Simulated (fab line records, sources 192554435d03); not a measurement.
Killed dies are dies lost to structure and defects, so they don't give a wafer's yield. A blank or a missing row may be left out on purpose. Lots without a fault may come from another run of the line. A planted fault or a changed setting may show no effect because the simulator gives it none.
A struck lot beside a sound one | flow n5_finfet | 16 steps out of a route of 1938
Sound: wafers L360.2, L360.5, L360.6. Struck: wafer L364.4. (L364.1, L364.6 of the same lot were not struck and are left out.) The cause comes at the end.
At each step with rows: each side's tool, then ch and its chambers, then its first start. Under that, the readings that differ: sound wafers | struck wafers | difference of the means | sigmas: that difference in standard deviations of wafers without a fault.
alike: readings whose means differ by less than 2 such deviations, and words and numbers that are the same on both sides. not compared: withheld readings, readings that some wafer has no value for, bounds like >300 that may hide the same value, and numbers for which the record gives no deviation and whose values overlap.
The two part at a step that has a row with sigmas, a row that says differs or no value, or rows on one side only. Numbers that don't overlap but have no deviation are shown without sigmas and don't part them. A reading that every wafer of one side lacks parts them only if that side has two wafers or more.

N5_MOL_CONTACT_COAG_ETCH_106: etches SOC in N2/H2, target depth 80 nm, overetch 16 nm, time 120 s.
  sound on rie_diel-03 ch 1,3, day 7 04:35; struck on rie_diel-03 ch 2, day 8 11:14
  alike: chamber_pressure_mTorr, drypump_motor_current_A, oes_product_au, rf_vpp_V, showerhead_plenum_p_Torr, throttle_valve_pct
  not compared: rf_hours_counter_h
then, 2 steps without rows for these wafers: N5_MOL_CONTACT_COAG_STRIP_107 (strips in N2/H2); N5_MOL_CONTACT_COAG_STRIP_108 (strips in N2/H2).
N5_MOL_CONTACT_COAG_CONTACT_ETCH_14: etches SiO2 in C4F6/O2, target depth 27.5 nm, overetch 8.5 nm, time 20 s.
  sound on rie_diel-03 ch 1,3, day 7 04:41; struck on rie_diel-03 ch 2, day 8 11:20
  alike: chamber_pressure_mTorr, drypump_motor_current_A, oes_ar_750_au, oes_product_au, rf_vpp_V, showerhead_plenum_p_Torr, throttle_valve_pct
  not compared: rf_hours_counter_h
then, 2 steps without rows for these wafers: N5_MOL_CONTACT_COAG_STRIP_109 (strips in C4F6/O2); N5_MOL_CONTACT_COAG_ETCH_15 (etches SiNx in CH3F/O2, stops on Si:P, target depth 7 nm).
N5_MOL_CONTACT_COAG_ETCH_110: etches Si in CF4/O2, target depth 2.5 nm, time 8 s.
  sound on rie_diel-03 ch 1,3, day 7 04:47; struck on rie_diel-03 ch 2, day 8 11:25
  alike: chamber_pressure_mTorr, drypump_motor_current_A, oes_ar_750_au, oes_product_au, rf_vpp_V, showerhead_plenum_p_Torr, throttle_valve_pct
  not compared: rf_hours_counter_h
N5_MOL_CONTACT_COAG_STRIP_98: strips in N2/H2.
  sound on rie_diel-03 ch 1,3, day 7 04:50; struck on rie_diel-03 ch 2, day 8 11:28
  alike: chamber_pressure_mTorr, drypump_motor_current_A, oes_product_au, rf_vpp_V, showerhead_plenum_p_Torr, throttle_valve_pct
  not compared: rf_hours_counter_h
N5_MOL_CONTACT_COAG_CD_MEAS_99: target cd 17.2 nm.
  sound on cd_sem-01, day 7 04:54; struck on cd_sem-02, day 8 11:32
  alike: cd_nm
then, 3 steps without rows for these wafers: N5_MOL_CONTACT_COAG_IMPLANT_129; N5_MOL_CONTACT_COAG_PRECLEAN_111 (cleans in NF3:NH3, afs cycles 1, time 20 s, sublimation time 60 s); N5_MOL_CONTACT_COAG_TI_SIL_19 (material Ti, target thk 4.2 nm, time 15 s).
N5_MOL_CONTACT_COAG_ALD_20: deposits TiN, target thk 1.5 nm, pulse time 1 s, purge time 3 s.
  sound on ald_metal-02 ch 0,1,2, day 7 05:31; struck on ald_metal-02 ch 0, day 8 12:23
  reading                                          | sound       | struck | difference | sigmas
  ald_cycles                                       | 68 68 68    | 25     | -43        |
  model.TiN_of_MOL_CONTACT_COAG_ALD_20.thk_nm (nm) | 1.4 1.4 1.4 | 0.6    | -0.8       |
  alike: heater_power_w, precursor_pulse_height_rel
N5_MOL_CONTACT_COAG_SIL_ANNEAL_21: time 60 s.
  sound on rtp_anneal-01 ch 0, day 7 05:57; struck on rtp_anneal-01 ch 0, day 8 12:48
  alike: lamp_power_pct, lamp_zone_6_pct, wafer_temp_C_max
-- the record jumps here: 3 days lie between the struck wafers' starts before and after (it left off in module MOL_CONTACT_COAG and takes up again in module BEOL_M4, whose first step shown is number 1111 of the route) --
N5_BEOL_M4_RC_MEAS_101:
  sound on prober-01 ch 0, day 10 15:29; struck on prober-01 ch 0, day 11 15:22
  reading        | sound          | struck | difference | sigmas
  DIBL_N (mV/V)  | 37.8 36.2 36.7 | 28.8   | -8.1       | -4
  DIBL_P (mV/V)  | 36.2 34.3 34.1 | 26.1   | -8.8       | -3
  IOFF_N (nA/um) | 0.17 0.14 0.15 | 0.07   | -0.08      | -2
  IOFF_P (nA/um) | 0.22 0.20 0.20 | 0.10   | -0.11      | -3
  ION_N (uA/um)  | 672 684 675    | 635    | -42        | -3
  SS_N (mV/dec)  | 71.9 71.4 71.2 | 69.5   | -2.0       | -3
  SS_P (mV/dec)  | 73.0 72.4 72.7 | 70.5   | -2.2       | -3
  VT_N (mV)      | 250 248 247    | 261    | +13        | +3
  VT_P (mV)      | -248 -249 -251 | -259   | -10        | -3
  alike: ION_P
then, 1 step without rows for these wafers: N5_PASSIVATION_PROBE_49.

WHERE THEY PART
Only at N5_BEOL_M4_RC_MEAS_101, within this record.

WHY: what the simulator had put in
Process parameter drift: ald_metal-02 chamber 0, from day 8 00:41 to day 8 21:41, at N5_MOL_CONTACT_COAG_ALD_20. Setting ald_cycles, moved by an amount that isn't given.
